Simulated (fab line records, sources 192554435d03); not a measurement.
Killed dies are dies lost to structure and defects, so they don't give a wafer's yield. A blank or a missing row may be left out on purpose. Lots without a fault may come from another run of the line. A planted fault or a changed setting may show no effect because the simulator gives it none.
One fault seen from 3 desks | flow n5_finfet | each desk has only its own numbers; what lay behind them comes last

THE METROLOGY DESK
What the gauges read, lot by lot, whatever tool the lot ran on: means of the sampled wafers that have a number. A lot is out of limits, marked OUT, if its mean lies more than 4 standard deviations from the usual mean; the brackets give that distance. Of its 11 readings 7 are shown: those that lie furthest out on some lot.
Columns: A = DIBL_P at N5_BEOL_M4_RC_MEAS_101, usual 36.4 mV/V; B = IOFF_N at N5_BEOL_M4_RC_MEAS_101, usual 0.156 nA/um; C = ION_N at N5_BEOL_M4_RC_MEAS_101, usual 675 uA/um; D = ION_P at N5_BEOL_M4_RC_MEAS_101, usual 463 uA/um; E = SS_P at N5_BEOL_M4_RC_MEAS_101, usual 73.3 mV/dec; F = VT_N at N5_BEOL_M4_RC_MEAS_101, usual 250 mV; G = VT_P at N5_BEOL_M4_RC_MEAS_101, usual -250.3 mV
lot  | first seen here | A    | B     | C   | D   | E    | F   | G
L138 | day 1 19:27     | 34.9 | 0.150 | 674 | 462 | 73.6 | 253 | -249.6
L140 | day 2 07:34     | 36.3 | 0.156 | 671 | 458 | 73.0 | 249 | -248.4
L143 | day 3 03:34     | 36.0 | 0.157 | 676 | 465 | 72.5 | 248 | -249.9
L146 | day 3 19:56     | 39.0 | 0.187 | 683 | 465 | 73.7 | 244 | -247.9
L148 | day 4 07:37     | 38.1 | 0.167 | 675 | 455 | 73.6 | 249 | -252.9
L149 | day 4 13:50     | 36.3 | 0.136 | 660 | 459 | 72.7 | 256 | -249.4
L150 | day 4 19:35     | 35.6 | 0.133 | 665 | 459 | 73.7 | 253 | -253.7
L155 | day 6 01:36     | 36.8 | 0.170 | 686 | 465 | 73.8 | 248 | -251.8
L156 | day 6 08:04     | 36.2 | 0.166 | 678 | 467 | 73.4 | 251 | -248.3
L161 | day 7 13:55     | 37.6 | 0.159 | 671 | 467 | 72.9 | 250 | -249.1
This desk's finding: nothing out of limits on any of the 10 lots.

THE TOOL OWNER'S DESK: rie_si-01
The tool's own readings at N5_PMOS_HMC_CHANNEL_EPI_ETCH_38 (etches SiO2 in CF4, target depth 1.5 nm): means of the sampled wafers that have a number, for each lot that ran on this tool. A lot is out of limits, marked OUT, if its mean lies more than 4 standard deviations from the usual mean; the brackets give that distance.
Columns: A = bias_w at N5_PMOS_HMC_CHANNEL_EPI_ETCH_38, usual 400.1 W; B = drypump_motor_current_A at N5_PMOS_HMC_CHANNEL_EPI_ETCH_38, usual 6.1 A; C = oes_product_au at N5_PMOS_HMC_CHANNEL_EPI_ETCH_38, usual 0.992 a.u.; D = throttle_valve_pct at N5_PMOS_HMC_CHANNEL_EPI_ETCH_38, usual 21.74 %
lot  | first seen here | A                | B   | C     | D
L140 | day 2 05:44     | 401.6            | 6.1 | 0.985 | 21.93
L143 | day 3 01:20     | 400.2            | 6.0 | 0.989 | 21.78
L149 | day 4 11:58     | 398.9            | 6.0 | 0.990 | 21.71
L155 | day 5 23:47     | 407.2 (+5.9) OUT | 6.1 | 1.000 | 21.68
This desk's finding: out of limits on L155; first on L155, day 5 23:47 (bias_w at N5_PMOS_HMC_CHANNEL_EPI_ETCH_38). In limits: L140, L143, L149.

THE DEFECT DESK
What the inspections along the route counted, lot by lot: means of the sampled wafers that have a number. A lot is out of limits, marked OUT, if its mean lies more than 4 standard deviations from the usual mean; the brackets give that distance.
Columns: A = raw_defect_count at N5_PMOS_HMC_CHANNEL_EPI_INSPECT_30, usual 18
lot  | first seen here | A
L138 | day 1 19:56     | 15
L140 | day 2 08:02     | 12
L143 | day 3 04:03     | 20
L146 | day 3 20:25     | 16
L148 | day 4 08:05     | 18
L149 | day 4 14:28     | 19
L150 | day 4 20:04     | 16
L155 | day 6 02:05     | 21
L156 | day 6 08:32     | 17
L161 | day 7 14:23     | 16
This desk's finding: nothing out of limits on any of the 10 lots.

PUT TOGETHER
The tool owner's desk could have raised an alarm at day 5 23:47, on L155.
The metrology desk saw nothing out of limits.
The defect desk saw nothing out of limits.
The metrology desk has L155 on record, within its limits.
The defect desk has L155 on record, within its limits.
Of the lots named, all ran N5_PMOS_HMC_CHANNEL_EPI_ETCH_38 on rie_si-01.

WHAT THE SIMULATOR HAD PUT IN
Process parameter drift: rie_si-01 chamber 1, from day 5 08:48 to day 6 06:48, at N5_PMOS_HMC_CHANNEL_EPI_ETCH_38. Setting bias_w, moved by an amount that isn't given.
Lots struck among those shown: L155.
Hours from the fault's start to each desk's first reading out of limits: the tool owner's desk, 15.
